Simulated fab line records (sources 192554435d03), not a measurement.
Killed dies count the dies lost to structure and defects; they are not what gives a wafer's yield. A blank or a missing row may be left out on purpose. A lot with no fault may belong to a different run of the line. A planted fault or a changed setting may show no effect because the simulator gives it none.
fab line records    flow n5_finfet
record lots=7  wafers=21  last_day=18
route steps=1938 shown BEOL_M7@1312 PASSIVATION@1936
lots untouched by any fault: they come from a run of this same line in which no faults occurred
start_h: hours from the record's opening day to when the first of the lot's shown wafers began    wait_h: how many hours have passed since the lot's step before this one    " the same as in the row above    L1.1+2: a row that stands for several wafers    - no value, or no start given    * or withheld: withheld    < > ~ a bound
route shown NAME@n: names a module that has steps shown in the file, with the first one's number in the route    usual: average and standard deviation across the fault-free wafers    same: alike in all rows    chamber/n: place in a boat    sites: per-site readings    _std_site: how widely they spread, as a standard deviation    _edge_site: outer sites' mean less inner sites'    radius_mm: for every site, how far away it sits from the centre of the wafer    mask NAME#n: copy n    behind: the most recent tool/chamber to have shaped the wafer    hold: what put the lot on hold/how long, in hours/how the hold closed    device: which transistor (n, p or np) failed to switch    end of line: at the end of the route, the tests of the same wafers    a step given without rows: its recipe and nothing more    killed: dies lost to structure and defects at the first sort, not the wafer's yield    map: the dies of a wafer, with x for killed, . for not killed, _ for no die there
set.NAME: the setting as run; set.NAME@STEP: as run at that earlier step    model.NAME: the simulator's own value behind a step, which no gauge read
lots at selected steps of the route; one table per step, one row per wafer
services: when a tool's chamber went out of use (start_h, in hours from the record's first day, below 0 if earlier), for how many hours, and the reason
## steps
# step N5_BEOL_M7_HM_STRIP_39
# recipe chemistry=peroxide_tin_strip  material=TiN  target_depth_a=250  temp_c=50  time_s=158
# step N5_BEOL_M7_SRD_40
# recipe time_s=30  temp_c=23  rinse_liquid=diw  dry=ipa_marangoni
# step N5_BEOL_M7_PRECLEAN_42
# recipe chemistry=residue_remover  time_s=60  temp_c=40
# step N5_BEOL_M7_SRD_43
# recipe time_s=30  temp_c=23  rinse_liquid=diw  dry=ipa_marangoni
# step N5_BEOL_M7_CD_MEAS_35
# recipe target_cd_nm=40  polarity=opening
# usual cd_nm=40.1/0.46
lot.wafer  tool       chamber  start_h  wait_h  cd_nm
L468.2     cd_sem-03  -        218.75   0.0     40.2
L468.3     "          -        "        "       41.0
L468.5     "          -        "        "       40.1
L469.2     cd_sem-01  -        233.73   0.0     40.3
L469.3     "          -        "        "       39.8
L469.6     "          -        "        "       39.7
L472.2     cd_sem-01  -        254.63   0.0     40.0
L472.3     "          -        "        "       39.9
L472.5     "          -        "        "       39.8
L471.2     cd_sem-01  -        255.10   0.0     39.8
L471.3     "          -        "        "       40.2
L471.6     "          -        "        "       40.1
L474.1     cd_sem-02  -        259.18   0.0     40.6
L474.4     "          -        "        "       40.7
L474.5     "          -        "        "       40.4
L485.1     cd_sem-03  -        326.37   0.0     38.8
L485.5     "          -        "        "       40.0
L485.6     "          -        "        "       39.3
L490.1     cd_sem-02  -        370.11   0.0     39.7
L490.3     "          -        "        "       39.2
L490.5     "          -        "        "       39.9
# step N5_BEOL_M7_CURE_75
# recipe temp_c=370  time_s=120  ambient=DMADMS/He  material=SiCOH_lowk
# usual lamp_power_pct=52.31/0.052  wafer_temp_C_max=371.6/0.46
lot.wafer  tool        chamber  start_h  wait_h  lamp_power_pct  wafer_temp_C_max
L468.2     uv_cure-02  2        218.84   0.1     52.32           371.5
L468.3     "           2        "        "       52.26           372.8
L468.5     "           2        "        "       52.24           372.2
L469.2     uv_cure-03  1        233.87   0.1     52.33           371.3
L469.3     "           1        "        "       52.29           371.1
L469.6     "           1        "        "       52.34           371.4
L472.2     uv_cure-02  1        254.77   0.1     52.44           371.1
L472.3     "           1        "        "       52.32           371.2
L472.5     "           1        "        "       52.30           371.2
L471.2     uv_cure-01  2        255.19   0.1     52.21           372.1
L471.3     "           2        "        "       52.27           371.9
L471.6     "           2        "        "       52.30           371.9
L474.1     uv_cure-01  1        259.22   0.0     52.32           371.4
L474.4     "           1        "        "       52.30           371.0
L474.5     "           1        "        "       52.20           371.5
L485.1     uv_cure-03  1        326.42   0.0     52.27           371.5
L485.5     "           1        "        "       52.28           371.6
L485.6     "           1        "        "       52.38           371.1
L490.1     uv_cure-01  0        370.15   0.0     52.23           371.1
L490.3     "           0        "        "       52.32           371.3
L490.5     "           0        "        "       52.35           371.5
# step N5_BEOL_M7_DEGAS_44
# recipe ambient=vacuum  temp_c=250  time_s=60
# usual heater_power_w=335/19
lot.wafer  tool            chamber  start_h  wait_h  heater_power_w
L468.2     pvd_sputter-02  -        219.11   0.2     317
L468.3     "               -        "        "       348
L468.5     "               -        "        "       318
L469.2     pvd_sputter-02  -        234.41   0.4     358
L469.3     "               -        "        "       349
L469.6     "               -        "        "       342
L472.2     pvd_sputter-02  -        255.30   0.4     314
L472.3     "               -        "        "       345
L472.5     "               -        "        "       359
L471.2     pvd_sputter-01  -        255.71   0.5     299
L471.3     "               -        "        "       338
L471.6     "               -        "        "       340
L474.1     pvd_sputter-03  -        259.72   0.5     357
L474.4     "               -        "        "       304
L474.5     "               -        "        "       303
L485.1     pvd_sputter-02  -        326.81   0.3     364
L485.5     "               -        "        "       311
L485.6     "               -        "        "       352
L490.1     pvd_sputter-01  -        370.66   0.5     341
L490.3     "               -        "        "       338
L490.5     "               -        "        "       331
# step N5_BEOL_M7_PRE_CLEAN_45
# recipe gas=H2/He  time_s=30  temp_c=250
# usual heater_power_w=335/20
lot.wafer  tool            chamber  start_h  wait_h  heater_power_w
L468.2     pvd_sputter-02  -        219.15   0.0     315
L468.3     "               -        "        "       360
L468.5     "               -        "        "       314
L469.2     pvd_sputter-02  -        234.45   0.0     350
L469.3     "               -        "        "       353
L469.6     "               -        "        "       346
L472.2     pvd_sputter-02  -        255.34   0.0     316
L472.3     "               -        "        "       350
L472.5     "               -        "        "       348
L471.2     pvd_sputter-01  -        255.75   0.0     295
L471.3     "               -        "        "       338
L471.6     "               -        "        "       342
L474.1     pvd_sputter-03  -        259.76   0.0     354
L474.4     "               -        "        "       298
L474.5     "               -        "        "       307
L485.1     pvd_sputter-02  -        326.85   0.0     356
L485.5     "               -        "        "       323
L485.6     "               -        "        "       346
L490.1     pvd_sputter-01  -        370.70   0.0     340
L490.3     "               -        "        "       331
L490.5     "               -        "        "       334
# step N5_BEOL_M7_ALD_77
# recipe material=TaN  target_thk_a=20  temp_c=275  ald_precursor_family=PDMAT  ald_co_reactant=NH3  pressure_torr=3  carrier_flow_sccm=1500  pulse_time_s=2  purge_time_s=3  co_reactant_purge_time_s=2  co_reactant_pulse_time_s=3  ald_cycles=40  precursor_vessel_temp_c=75  precursor_vessel_pressure_torr=26.25  precursor_vessel_carrier_sccm=1000
# step N5_BEOL_M7_SURFACE_TREAT_79
# recipe gas=Ar  time_s=*  ion_energy_ev=*  ion_current_ma_cm2=0.5  pressure_mtorr=*  ar_flow_sccm=30
# usual throttle_valve_pct=*
lot.wafer  tool            chamber  start_h  wait_h  throttle_valve_pct
L468.2     pvd_sputter-02  -        219.55   0.2     *
L468.3     "               -        "        "       *
L468.5     "               -        "        "       *
L469.2     pvd_sputter-01  -        235.12   0.4     *
L469.3     "               -        "        "       *
L469.6     "               -        "        "       *
L472.2     pvd_sputter-02  -        255.70   0.2     *
L472.3     "               -        "        "       *
L472.5     "               -        "        "       *
L471.2     pvd_sputter-01  -        256.15   0.2     *
L471.3     "               -        "        "       *
L471.6     "               -        "        "       *
L474.1     pvd_sputter-03  -        260.20   0.2     *
L474.4     "               -        "        "       *
L474.5     "               -        "        "       *
L485.1     pvd_sputter-02  -        327.57   0.3     *
L485.5     "               -        "        "       *
L485.6     "               -        "        "       *
L490.1     pvd_sputter-01  -        371.06   0.2     *
L490.3     "               -        "        "       *
L490.5     "               -        "        "       *
# step N5_BEOL_M7_CVD_78
# recipe material=Co  target_thk_a=20  temp_c=withheld  precursor=CCTBA/H2  pressure_torr=30  time_s=142.3
# step N5_BEOL_M7_SPUTTER_48
# recipe material=Cu  target_thk_a=100  temp_c=-20  bias_v=60  power_w=26000  chamber_pressure_pa=0.13  time_s=1.667
# usual substrate_temp_c=-20.01/0.1  throttle_valve_pct=30.6/0.65
lot.wafer  tool            chamber  start_h  wait_h  substrate_temp_c  throttle_valve_pct
L468.2     pvd_sputter-03  -        221.65   1.8     -20.02            30.4
L468.3     "               -        "        "       -20.02            30.6
L468.5     "               -        "        "       -20.07            30.1
L469.2     pvd_sputter-01  -        235.58   0.3     -20.22            30.3
L469.3     "               -        "        "       -19.98            31.5
L469.6     "               -        "        "       -19.94            31.9
L472.2     pvd_sputter-01  -        256.07   0.1     -20.03            30.0
L472.3     "               -        "        "       -20.06            31.5
L472.5     "               -        "        "       -19.92            29.9
L471.2     pvd_sputter-02  -        256.40   0.1     -19.83            30.0
L471.3     "               -        "        "       -19.87            30.2
L471.6     "               -        "        "       -19.88            30.5
L474.1     pvd_sputter-03  -        260.78   0.2     -20.04            30.6
L474.4     "               -        "        "       -19.92            30.2
L474.5     "               -        "        "       -20.09            29.6
L485.1     pvd_sputter-02  -        327.77   0.1     -19.98            29.9
L485.5     "               -        "        "       -20.03            31.2
L485.6     "               -        "        "       -20.00            29.9
L490.1     pvd_sputter-01  -        371.33   0.1     -20.12            31.4
L490.3     "               -        "        "       -19.94            30.0
L490.5     "               -        "        "       -20.09            31.4
# step N5_BEOL_M7_ECD_50
# recipe material=Cu  target_thk_a=3000
lot.wafer  tool       chamber  start_h  wait_h  model.Cu_of_BEOL_M7_ECD_50.thk_nm
L468.2     ecd_cu-01  0        221.77   0.1     298.4
L468.3     "          1        "        "       301
L468.5     "          0        "        "       301.4
L469.2+6   ecd_cu-02  0,1      235.70   0.1     298
L469.3     "          0        "        "       299.2
L472.2     ecd_cu-01  1        256.18   0.1     433.8
L472.3     "          1        "        "       296.8
L472.5     "          0        "        "       302.2
L471.2     ecd_cu-01  1        256.52   0.1     430.6
L471.3     "          0        "        "       297
L471.6     "          0        "        "       302.2
L474.1     ecd_cu-01  1        260.90   0.1     303.4
L474.4     "          0        "        "       434
L474.5     "          1        "        "       299
L485.1     ecd_cu-02  0        327.89   0.1     302.6
L485.5     "          1        "        "       298.4
L485.6     "          0        "        "       300.2
L490.1     ecd_cu-01  0        371.45   0.1     306.4
L490.3     "          1        "        "       302.6
L490.5     "          0        "        "       303.6
# step N5_BEOL_M7_ANNEAL_51
# recipe temp_c=225  time_s=90  ambient=N2
# step N5_BEOL_M7_CMP_52
# recipe stop_on=SiCOH_lowk  t_overpolish_s=6.9  down_force_psi=1  platen_rpm=50  clearing_platen_down_force_psi=1.5  clearing_platen_rpm=50  post_cmp_clean=cu_alkaline  target_thk_nm=80  clearing_platen_pad_velocity_m_s=0.99484  pad_velocity_m_s=0.99484
# usual clearing_platen_down_force_psi=1.5005/0.0029  motor_current_A=5.7/0.59  time_to_endpoint_s=64.6/2.3
lot.wafer  tool    chamber  start_h  wait_h  clearing_platen_down_force_psi  motor_current_A  time_to_endpoint_s
L468.3     cmp-04  2        222.16   0.2     1.5007                          5.1              65.9
L468.2     "       3        "        "       1.5019                          6.1              67.8
L468.5     "       3        "        "       1.5020                          5.9              64.9
L469.2     cmp-01  0        236.10   0.2     1.5004                          5.3              60.0
L469.3     "       3        "        "       1.5009                          5.5              61.8
L469.6     "       1        "        "       1.4993                          6.1              60.2
L472.2     cmp-04  3        257.03   0.2     1.5040                          6.0              97.4
L472.3     "       1        "        "       1.4984                          6.7              66.3
L472.5     "       3        "        "       1.4971                          5.9              68.3
L471.2     cmp-01  0        257.58   0.2     1.4987                          5.7              91.7
L471.3     "       2        "        "       1.4939                          4.9              65.1
L471.6     "       1        "        "       1.5032                          6.1              64.8
L474.4     cmp-04  0        261.37   0.2     1.5002                          5.0              91.0
L474.1     "       1        "        "       1.4990                          6.4              64.4
L474.5     "       2        "        "       1.4985                          5.5              59.6
L485.1     cmp-01  3        328.82   0.3     1.4974                          5.6              65.1
L485.5     "       1        "        "       1.5031                          5.9              64.6
L485.6     "       2        "        "       1.4980                          4.9              65.5
L490.3     cmp-01  1        371.84   0.2     1.4965                          5.8              64.7
L490.1     "       3        "        "       1.5012                          5.4              66.8
L490.5     "       2        "        "       1.5039                          5.4              69.7
# step N5_BEOL_M7_THK_MEAS_53
# recipe thk_meas_gauge=xrf  reads=Cu_of_BEOL_M7_ECD_50
# usual M7_THK=81.4/2
lot.wafer  tool           chamber  start_h  wait_h  M7_THK[nm]
L468.2     film_metro-02  -        222.47   0.2     80.9
L468.3     "              -        "        "       83.3
L468.5     "              -        "        "       83.4
L469.2     film_metro-02  -        236.40   -       77.6
L469.3     "              -        "        "       78.0
L469.6     "              -        "        "       79.1
L472.2     film_metro-02  -        257.32   -       80.7
L472.3     "              -        "        "       79.1
L472.5     "              -        "        "       80.2
L471.2     film_metro-01  -        257.87   -       85.4
L471.3     "              -        "        "       84.6
L471.6     "              -        "        "       86.0
L474.1     film_metro-02  -        261.59   -       78.3
L474.4     "              -        "        "       79.3
L474.5     "              -        "        "       80.3
L485.1     film_metro-01  -        329.04   -       83.7
L485.5     "              -        "        "       82.2
L485.6     "              -        "        "       82.3
L490.1     film_metro-01  -        372.14   -       84.0
L490.3     "              -        "        "       83.5
L490.5     "              -        "        "       83.5
# step N5_PASSIVATION_PROBE_49
# usual defect_limited_yield=91.1/1.5  killed_at_M0_to_M3=36/11  killed_at_M4_up=14/5.6  killed_at_contacts=11/5.6  killed_at_front_end=40/12  killed_at_other=4/3.2  killed_dies=105/17  killed_open=69/12  killed_short=34/8.4  sort_bin_5_function=5.2/0.95  sort_bin_6_memory=3.3/0.63  sort_bin_8_speed=0.00/0.007  sort_n_pass=1075/17  sort_yield_pct=91.1/1.5
# same gross_dies=1180  killed_at_back_side=0  sort_bin_4_leakage[%]=0
lot.wafer  tool       chamber  start_h  wait_h  defect_limited_yield[%]  killed_at_M0_to_M3  killed_at_M4_up  killed_at_contacts  killed_at_front_end  killed_at_other  killed_dies  killed_open  killed_short  sort_bin_5_function[%]  sort_bin_6_memory[%]  sort_bin_8_speed[%]  sort_n_pass  sort_yield_pct[%]
L469.2     prober-01  -        324.12   0.1     89.3                     46                  22               15                  38                   5                126          84           37            6.1                     4.3                   0                    1054         89.3
L469.3     prober-01  -        324.17   0.1     89.7                     51                  13               10                  43                   4                121          79           41            5.7                     4.2                   0                    1059         89.7
L469.6     prober-01  -        324.32   0.3     89.3                     53                  11               5                   52                   5                126          87           36            7.0                     3.3                   0                    1054         89.3
L472.2     prober-01  -        339.16   0.1     92.1                     43                  11               5                   33                   1                93           70           20            4.4                     3.4                   0                    1087         92.1
L472.3     prober-01  -        339.21   0.1     92.0                     20                  8                11                  50                   5                94           58           34            4.5                     3.2                   0                    1086         92.0
L472.5     prober-01  -        339.31   0.2     92.9                     27                  8                7                   42                   0                84           54           28            3.8                     3.0                   0                    1096         92.9
L471.2     prober-01  -        345.23   0.1     91.2                     38                  17               10                  32                   7                104          59           42            4.9                     3.3                   0                    1076         91.2
L471.3     prober-01  -        345.28   0.1     92.0                     36                  7                13                  33                   5                94           65           29            4.2                     3.6                   0                    1086         92.0
L471.6     prober-01  -        345.43   0.3     92.3                     38                  13               8                   28                   4                91           61           30            4.7                     2.7                   0                    1089         92.3
L490.1     prober-01  -        443.28   0.0     88.6                     40                  20               17                  55                   2                134          98           34            7.2                     3.9                   0                    1046         88.6
L490.3     prober-01  -        443.38   0.1     88.5                     37                  18               34                  45                   2                136          75           57            5.8                     4.7                   0                    1044         88.5
L490.5     prober-01  -        443.48   0.2     91.8                     34                  13               10                  39                   1                97           62           34            4.6                     3.4                   0                    1083         91.8
# killed by level:class
L469.2 MOL_CONTACT_COAG:geometric_particle:open=13 BEOL_M2:geometric_particle:open=10 BEOL_M0_SAQP:geometric_particle:open=10 BEOL_M0_SAQP:geometric_particle:short=8 DUMMY_GATE:geometric_particle:open=7 FIN_SAQP:geometric_particle:open=6 FIN_SAQP:geometric_particle:short=6 BEOL_M4:geometric_particle:open=6
L469.3 FIN_SAQP:geometric_particle:short=10 MOL_CONTACT_COAG:geometric_particle:open=9 BEOL_M3:geometric_particle:open=8 BEOL_M0_SAQP:geometric_particle:short=8 BEOL_M2:geometric_particle:open=8 BEOL_M4:geometric_particle:open=8 STI_FIN_REVEAL:geometric_particle:open=7 DUMMY_GATE:geometric_particle:open=7
L469.6 FIN_SAQP:geometric_particle:open=17 BEOL_M2:geometric_particle:open=12 FIN_SAQP:geometric_particle:short=11 BEOL_M3:geometric_particle:open=11 BEOL_M0_SAQP:geometric_particle:open=9 BEOL_M0_SAQP:geometric_particle:short=7 MOL_CONTACT_COAG:geometric_particle:open=5 DUMMY_GATE:geometric_particle:open=4
L472.2 BEOL_M2:geometric_particle:open=20 FIN_SAQP:geometric_particle:open=10 BEOL_M3:geometric_particle:open=9 DUMMY_GATE:geometric_particle:open=4 GATE_CUT:geometric_particle:short=4 MOL_CONTACT_COAG:geometric_particle:open=4 BEOL_M0_SAQP:geometric_particle:open=4 BEOL_M8:geometric_particle:open=4
L472.3 FIN_SAQP:geometric_particle:short=14 STI_FIN_REVEAL:geometric_particle:open=14 MOL_CONTACT_COAG:geometric_particle:open=9 FIN_SAQP:geometric_particle:open=6 STI_FIN_REVEAL:geometric_particle:short=4 GATE_CUT:geometric_particle:open=4 BEOL_M2:geometric_particle:open=4 BEOL_M4:geometric_particle:open=4
L472.5 BEOL_M2:geometric_particle:open=8 FIN_SAQP:geometric_particle:open=7 MOL_CONTACT_COAG:geometric_particle:open=6 FIN_SAQP:geometric_particle:short=5 GATE_CUT:geometric_particle:open=5 DUMMY_GATE:geometric_particle:open=5 GATE_CUT:geometric_particle:short=5 BEOL_M1:geometric_particle:open=5
L471.2 BEOL_M0_SAQP:geometric_particle:short=15 BEOL_M2:geometric_particle:open=9 BEOL_M4:geometric_particle:open=8 BEOL_M0_SAQP:geometric_particle:open=8 MOL_CONTACT_COAG:geometric_particle:short=5 MOL_CONTACT_COAG:geometric_particle:open=5 STARTING-WAFER:geometric_particle:open=5 DUMMY_GATE:geometric_particle:open=4
L471.3 MOL_CONTACT_COAG:geometric_particle:open=11 BEOL_M0_SAQP:geometric_particle:open=11 STI_FIN_REVEAL:geometric_particle:open=10 BEOL_M2:geometric_particle:open=10 FIN_SAQP:geometric_particle:short=7 BEOL_M0_SAQP:geometric_particle:short=5 STI_FIN_REVEAL:geometric_particle:short=4 BEOL_M0:geometric_particle:open=3
L471.6 BEOL_M0_SAQP:geometric_particle:open=15 BEOL_M2:geometric_particle:open=10 BEOL_M4:geometric_particle:open=8 MOL_CONTACT_COAG:geometric_particle:open=7 BEOL_M0_SAQP:geometric_particle:short=6 FIN_SAQP:geometric_particle:short=5 STARTING-WAFER:geometric_particle:short=5 FIN_SAQP:geometric_particle:open=4
L490.1 FIN_SAQP:geometric_particle:open=21 MOL_CONTACT_COAG:geometric_particle:open=14 BEOL_M4:geometric_particle:open=13 BEOL_M0_SAQP:geometric_particle:open=12 BEOL_M0_SAQP:geometric_particle:short=9 BEOL_M2:geometric_particle:open=7 FIN_SAQP:geometric_particle:short=6 DUMMY_GATE:geometric_particle:open=6
L490.3 MOL_CONTACT_COAG:geometric_particle:open=24 BEOL_M4:geometric_particle:open=13 STI_FIN_REVEAL:geometric_particle:open=12 FIN_SAQP:geometric_particle:short=10 BEOL_M0_SAQP:geometric_particle:short=10 MOL_CONTACT_COAG:geometric_particle:short=10 BEOL_M0_SAQP:geometric_particle:open=7 STARTING-WAFER:geometric_particle:short=5
L490.5 MOL_CONTACT_COAG:geometric_particle:open=10 FIN_SAQP:geometric_particle:open=9 FIN_SAQP:geometric_particle:short=9 BEOL_M0_SAQP:geometric_particle:open=9 BEOL_M0_SAQP:geometric_particle:short=8 BEOL_M4:geometric_particle:open=7 STI_FIN_REVEAL:geometric_particle:open=6 BEOL_M1:geometric_particle:open=4
## services
tool            chamber  start_h  hours  kind
uv_cure-01      -        207.39   0.5    repair
cmp-04          -        216.84   2.2    repair
cmp-04          -        233.82   0.3    repair
cmp-01          -        240.51   0.3    repair
cmp-04          -        264.04   5.4    repair
cmp-01          -        265.45   0.5    repair
uv_cure-02      -        269.60   5.0    repair
uv_cure-03      -        284.35   6.0    pm
uv_cure-01      -        293.69   7.5    pm
pvd_sputter-02  -        295.39   5.2    repair
cmp-04          -        316.71   4.0    pm
cmp-04          -        320.71   -      consumable_replace:conditioner
cmp-04          -        320.71   -      consumable_replace:pad
ecd_cu-01       -        343.97   2.1    repair
ecd_cu-01       -        364.29   1.8    repair
pvd_sputter-02  -        366.81   8.6    repair
cmp-01          -        369.76   0.3    repair
## key
first_sign step=N5_BEOL_M7_CMP_52  reading=time_to_endpoint_s  direction=up  sigmas=13  usual=*  struck=*
effect none on later readings
model_effect step=N5_BEOL_M7_ECD_50  value=Cu_of_BEOL_M7_ECD_50.thk_nm  without=299.1  struck=432.8
met_at N5_BEOL_M7_ECD_50
struck_wafers L471.2,L472.2,L474.4
onset_between 221.77 256.18
fault kind=process_parameter_drift  tool=ecd_cu-01  chamber=-  onset_h=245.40  steps=N5_BEOL_M7_ECD_50  channel=target_thk_a  offset=*  shape=step  end_h=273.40  scope=struck_wafers_only  acts_in=*  stated=*
